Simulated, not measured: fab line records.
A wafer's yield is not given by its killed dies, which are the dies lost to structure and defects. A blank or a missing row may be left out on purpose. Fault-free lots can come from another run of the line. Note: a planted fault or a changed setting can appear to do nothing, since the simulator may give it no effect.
What tool caused it? | flow nand harc | 12 lots, 36 wafers sampled, at 5 steps of a route of 1159

== WHAT THE GAUGES SHOWED, per wafer ==
NHARC_END_SORT_01. Usual: defect limited yield 95.2 %, standard deviation 1.6; killed at array 29, standard deviation 10; killed at other 0.7, standard deviation 1.1; killed at periphery 3.2, standard deviation 2.2; killed dies 33, standard deviation 11; killed open 3.5, standard deviation 1.8; killed short 2.0, standard deviation 1.4; sort_bin_2_pct 1.5 %, standard deviation 0.61; sort_bin_3_pct 0.29 %, standard deviation 0.22; sort_bin_4_pct 3.1 %, standard deviation 1.1; sort n pass 644, standard deviation 11; sort rim yield pct 95 %, standard deviation 3.3; sort yield pct 95.2 %, standard deviation 1.6.
lot  | measured     | on        | defect limited yield (%) | killed at array | killed at other | killed at periphery | killed dies | killed open | killed short | sort_bin_2_pct (%) | sort_bin_3_pct (%) | sort_bin_4_pct (%) | sort n pass | sort rim yield pct (%) | sort yield pct (%) | flag
L745 | day 22 02:04 | prober-02 | 93.2 92.0 94.2           | 42 54 37        | 0 0 0           | 4 0 2               | 46 54 39    | 3 0 2       | 5 3 2        | 1.8 1.9 1.6        | 0 0.44 0.15        | 5.0 5.6 4.0        | 631 623 638 | 85 97 90               | 93.2 92.0 94.2     |

== TOOL THAT RAN EACH LOT (tool first, then ch and the chambers of the sampled wafers, then the start) ==
lot  | NHARC_P_CONTACT_ETCH_36                       | NHARC_P_CONTACT_CVD_23                   | NHARC_P_M1_SOFTBAKE_04            | NHARC_P_M1_PVD_21
L733 | rie diel-09 ch 1,2,3, day 6 20:00 or earlier  | cvd w-02 ch 0,1, day 6 20:00 or earlier  | litho track-06 ch 0, day 6 20:00  | pvd sputter-03, no start
L734 | rie diel-02 ch 1,2, day 6 21:00 or earlier    | cvd w-01 ch 0, day 6 21:00 or earlier    | litho track-06 ch 0, day 6 21:00  | pvd sputter-01, no start
L736 | rie diel-09 ch 0,3, day 6 21:00 or earlier    | cvd w-02 ch 0,1, day 6 21:00 or earlier  | litho track-01 ch 0, day 6 21:00  | pvd sputter-02, no start
L739 | rie diel-02 ch 0,3, day 7 12:00 or earlier    | cvd w-02 ch 0,1, day 7 12:00 or earlier  | litho track-01 ch 0, day 7 12:00  | pvd sputter-03, no start
L740 | rie diel-09 ch 0,1,3, day 7 14:00 or earlier  | cvd w-02 ch 0,1, day 7 14:00 or earlier  | litho track-06 ch 0, day 7 14:00  | pvd sputter-02, no start
L745 | rie diel-09 ch 2,3, day 9 06:00 or earlier    | cvd w-02 ch 0,1, day 9 06:00 or earlier  | litho track-06 ch 0, day 9 06:00  | pvd sputter-02, day 22 02:04 or earlier
L746 | rie diel-08 ch 0,1,3, day 9 19:00 or earlier  | cvd w-01 ch 0,1, day 9 19:00 or earlier  | litho track-06 ch 0, day 9 19:00  | pvd sputter-03, no start
L748 | rie diel-09 ch 1,2,3, day 10 00:00 or earlier | cvd w-01 ch 0,1, day 10 00:00 or earlier | litho track-04 ch 0, day 10 00:00 | pvd sputter-01, no start
L750 | rie diel-09 ch 1,2,3, day 10 12:00 or earlier | cvd w-02 ch 0,1, day 10 12:00 or earlier | litho track-04 ch 0, day 10 12:00 | pvd sputter-01, no start
L751 | rie diel-09 ch 0,3, day 10 13:00 or earlier   | cvd w-02 ch 0,1, day 10 13:00 or earlier | litho track-01 ch 0, day 10 13:00 | pvd sputter-02, no start
L752 | rie diel-09 ch 0,2,3, day 10 20:00 or earlier | cvd w-01 ch 0,1, day 10 20:00 or earlier | litho track-04 ch 0, day 10 20:00 | pvd sputter-03, no start
L755 | rie diel-09 ch 2,3, day 11 15:00 or earlier   | cvd w-02 ch 0,1, day 11 15:00 or earlier | litho track-01 ch 0, day 11 15:00 | pvd sputter-01, no start
- NHARC_P_CONTACT_ETCH_36: etches the open film in N2/H2, target depth 260 nm, time 406.25 s.
- NHARC_P_CONTACT_CVD_23: deposits W, target thk 200 nm, time 557 s.
- NHARC_P_M1_SOFTBAKE_04: time 55 s.
- NHARC_P_M1_PVD_21: deposits Cu, target thk 30 nm, time 20.49 s.

== WHAT THE TOOLS THEMSELVES READ (means of the sampled wafers that have a number; where no wafer has one, the mark that the record gives instead) ==
NHARC_P_CONTACT_ETCH_36. Usual: drypump motor current A 5.9 A, standard deviation 0.4; oes product au 0.999 a.u., standard deviation 0.012; rf vpp V 431.3 V, standard deviation 2.1; showerhead plenum p Torr 2.06 Torr, standard deviation 0.073; throttle valve pct 14.172 %, standard deviation 0.0084.
lot  | tool        | drypump motor current A (A) | oes product au (a.u.) | rf vpp V (V) | showerhead plenum p Torr (Torr) | throttle valve pct (%) | flag
L733 | rie diel-09 | 6.2                         | 0.997                 | 432.7        | 2.11                            | 14.167                 |
L734 | rie diel-02 | 5.2                         | 0.998                 | 430.4        | 2.02                            | 14.170                 |
L736 | rie diel-09 | 5.9                         | 1.004                 | 433.4        | 2.12                            | 14.171                 |
L739 | rie diel-02 | 5.5                         | 1.011                 | 428.9        | 1.97                            | 14.174                 |
L740 | rie diel-09 | 6.2                         | 0.991                 | 431.9        | 2.10                            | 14.171                 |
L745 | rie diel-09 | 6.0                         | 0.993                 | 432.5        | 2.13                            | 14.174                 |
L746 | rie diel-08 | 5.6                         | 1.003                 | 428.0        | 1.95                            | 14.176                 |
L748 | rie diel-09 | 6.2                         | 0.990                 | 432.3        | 2.11                            | 14.162                 |
L750 | rie diel-09 | 6.2                         | 0.992                 | 432.8        | 2.11                            | 14.177                 |
L751 | rie diel-09 | 5.9                         | 0.987                 | 432.4        | 2.12                            | 14.171                 |
L752 | rie diel-09 | 6.0                         | 0.997                 | 432.7        | 2.10                            | 14.171                 |
L755 | rie diel-09 | 6.1                         | 0.998                 | 431.9        | 2.11                            | 14.171                 |

NHARC_P_CONTACT_CVD_23. Usual: heater power w 490 W, standard deviation 71; throttle valve pct 8.02 %, standard deviation 0.19.
lot  | tool     | heater power w (W) | throttle valve pct (%) | flag
L733 | cvd w-02 | 494                | 8.12                   |
L734 | cvd w-01 | 465                | 7.87                   |
L736 | cvd w-02 | 456                | 8.15                   |
L739 | cvd w-02 | 457                | 8.17                   |
L740 | cvd w-02 | 497                | 8.08                   |
L745 | cvd w-02 | 458                | 7.99                   |
L746 | cvd w-01 | 553                | 7.90                   |
L748 | cvd w-01 | 510                | 8.04                   |
L750 | cvd w-02 | 433                | 7.73                   |
L751 | cvd w-02 | 467                | 8.08                   |
L752 | cvd w-01 | 511                | 7.91                   |
L755 | cvd w-02 | 465                | 7.96                   |

NHARC_P_M1_SOFTBAKE_04. Usual: heater power total W 188.49 W, standard deviation 0.15; resist line temp C 22.98 C, standard deviation 0.11.
lot  | tool           | heater power total W (W) | resist line temp C (C) | flag
L733 | litho track-06 | 188.52                   | 23.03                  |
L734 | litho track-06 | 188.35                   | 22.91                  |
L736 | litho track-01 | 188.67                   | 22.95                  |
L739 | litho track-01 | 188.47                   | 23.06                  |
L740 | litho track-06 | 188.51                   | 22.85                  |
L745 | litho track-06 | 314.71                   | 23.05                  | OFF
L746 | litho track-06 | 314.77                   | 22.95                  | OFF
L748 | litho track-04 | 188.38                   | 23.14                  |
L750 | litho track-04 | 188.44                   | 22.96                  |
L751 | litho track-01 | 188.47                   | 22.90                  |
L752 | litho track-04 | 188.46                   | 23.10                  |
L755 | litho track-01 | 188.33                   | 23.10                  |

NHARC_P_M1_PVD_21. Usual: throttle valve pct reads 30.2 % (standard deviation 0.69).
lot  | tool           | throttle valve pct (%) | flag
L733 | pvd sputter-03 | 29.9                   |
L734 | pvd sputter-01 | 30.4                   |
L736 | pvd sputter-02 | 30.6                   |
L739 | pvd sputter-03 | 30.6                   |
L740 | pvd sputter-02 | 29.8                   |
L745 | pvd sputter-02 | 30.3                   |
L746 | pvd sputter-03 | 30.1                   |
L748 | pvd sputter-01 | 30.9                   |
L750 | pvd sputter-01 | 30.9                   |
L751 | pvd sputter-02 | 29.6                   |
L752 | pvd sputter-03 | 29.8                   |
L755 | pvd sputter-01 | 30.8                   |

== THE ANSWER, worked out from the rows above alone ==
Rule: a lot counts as off when the mean over its wafers that have a number is more than 3 standard deviations away from the usual mean. A lot without any number at a reading at which 4 lots or more have one is off too. Where the step has rows for the other lots, those lots are counted as sound. First the gauges in route order, then the tools' own readings, where a lot's mean is used as printed above. At the first step where some lot is off, the reading lying furthest off is the one used; lots without a number count as furthest.
Off at NHARC_P_M1_SOFTBAKE_04 (heater power total W): L745, L746.
If a tool, at that step or one of the process steps before it, ran each lot that is off and ran no sound lot following the first of them, it fits. NHARC_P_CONTACT_ETCH_36 gives no start for some lots, so the hours and the order of its lots are those of NHARC_P_M1_SOFTBAKE_04. NHARC_P_CONTACT_CVD_23 gives no start for some lots, so the hours and the order of its lots are those of NHARC_P_M1_SOFTBAKE_04. One fits: NHARC_P_M1_SOFTBAKE_04 on litho track-06. Its last sound lot is L740 (day 7 14:00), its first lot that is off L745 (day 9 06:00): a fault that began between those two fits.
The tool's own readings at NHARC_P_M1_SOFTBAKE_04 bear it out: on the lots that are off they differ by more than 5 times the standard deviation of the sound lots' means. heater power total W reads 314.74 W there against 188.46 W on the sound lots.

== WHAT WAS PUT IN BY THE SIMULATOR ==
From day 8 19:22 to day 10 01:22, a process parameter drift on litho track-06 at NHARC_P_M1_SOFTBAKE_04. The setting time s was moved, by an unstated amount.
Lots struck among those shown: L745, L746. The same result came from the rule above.
